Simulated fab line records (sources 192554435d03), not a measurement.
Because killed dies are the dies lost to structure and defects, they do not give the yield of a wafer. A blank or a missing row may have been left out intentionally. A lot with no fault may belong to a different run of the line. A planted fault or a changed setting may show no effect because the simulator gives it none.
The tool behind it: which one? + flow n5 finfet + 12 lots with 36 wafers sampled at 3 steps, on a route of 1938 steps

## WHAT THE GAUGES SHOWED, per wafer
N5_BEOL_M6_RS_MEAS_57: a four-point-probe measurement.
| lot  | measured     | on            | M6_RS (ohm/sq)    |
|------|--------------|---------------|-------------------|
| L075 | day 9 05:26  | film metro-02 | 0.273 0.279 0.279 |
| L076 | day 9 06:53  | film metro-01 | 0.281 0.309 0.281 |
| L079 | day 10 02:08 | film metro-02 | 0.290 0.282 0.297 |
| L081 | day 10 07:52 | film metro-01 | 0.304 0.288 0.280 |
| L083 | day 11 03:08 | film metro-01 | 0.283 0.292 0.285 |
| L085 | day 11 18:57 | film metro-01 | 0.296 0.294 0.302 |
| L088 | day 12 00:59 | film metro-02 | 0.300 0.287 0.273 |
| L089 | day 12 13:32 | film metro-02 | 0.274 0.280 0.289 |
| L091 | day 13 03:08 | film metro-02 | 0.283 0.282 0.277 |
| L093 | day 13 18:38 | film metro-02 | 0.294 0.287 0.310 |
| L095 | day 14 13:35 | film metro-01 | 0.284 0.289 0.288 |
| L097 | day 14 20:25 | film metro-01 | 0.285 0.288 0.290 |

## WHAT TOOL EACH LOT RAN ON (gives the tool, then ch and the chambers of the sampled wafers, and finally the start)
| lot  | N5_BEOL_M6_STRIP_36                | N5_BEOL_M6_ALD_77                   |
|------|------------------------------------|-------------------------------------|
| L075 | rie diel-02 ch 2,3, day 9 02:49    | ald metal-03 ch 0,1,2, day 9 03:42  |
| L076 | rie diel-02 ch 0,2,3, day 9 04:29  | ald metal-04 ch 1,2,3, day 9 05:18  |
| L079 | rie diel-04 ch 1,2,3, day 9 23:13  | ald metal-01 ch 0,1,2, day 10 00:26 |
| L081 | rie diel-04 ch 0,1,3, day 10 04:25 | ald metal-03 ch 1,3, day 10 05:30   |
| L083 | rie diel-02 ch 0,1,2, day 10 22:40 | ald metal-03 ch 0,2,3, day 10 23:59 |
| L085 | rie diel-05 ch 0,1,2, day 11 16:10 | ald metal-04 ch 0,1,3, day 11 17:25 |
| L088 | rie diel-04 ch 0,1,3, day 11 21:56 | ald metal-01 ch 2,3, day 11 23:09   |
| L089 | rie diel-02 ch 0,2, day 12 10:41   | ald metal-01 ch 1,3, day 12 11:42   |
| L091 | rie diel-04 ch 2,3, day 13 00:20   | ald metal-03 ch 0,2,3, day 13 01:11 |
| L093 | rie diel-05 ch 0,2,3, day 13 15:20 | ald metal-04 ch 0,1,3, day 13 17:06 |
| L095 | rie diel-02 ch 0,3, day 14 10:38   | ald metal-01 ch 2,3, day 14 11:53   |
| L097 | rie diel-04 ch 0,1,2, day 14 17:19 | ald metal-01 ch 0,1,2, day 14 18:12 |
- N5_BEOL_M6_STRIP_36: strips in N2/H2.
- N5_BEOL_M6_ALD_77: deposits TaN, target thk 2 nm, pulse time 2 s, purge time 3 s.

## THE ANSWER, worked out from the rows above alone
Rule: the usual values come from the lots themselves. Put in order of their means at a reading, lots are off if they are a third of the lots or fewer, leave a main group of 4 or more, and stand apart from it by a gap of 3 or more times the standard deviation of the main group's means; of several such gaps the widest counts. If all means in a main group match to the digits the tables above print for the reading, that group is not used. A lot without any number at a reading at which 4 lots or more have one is off too. The other lots that the step has rows for count as sound.
None of the lots is off at any reading shown; this tells nothing.

## WHAT THE SIMULATOR HAD INSERTED
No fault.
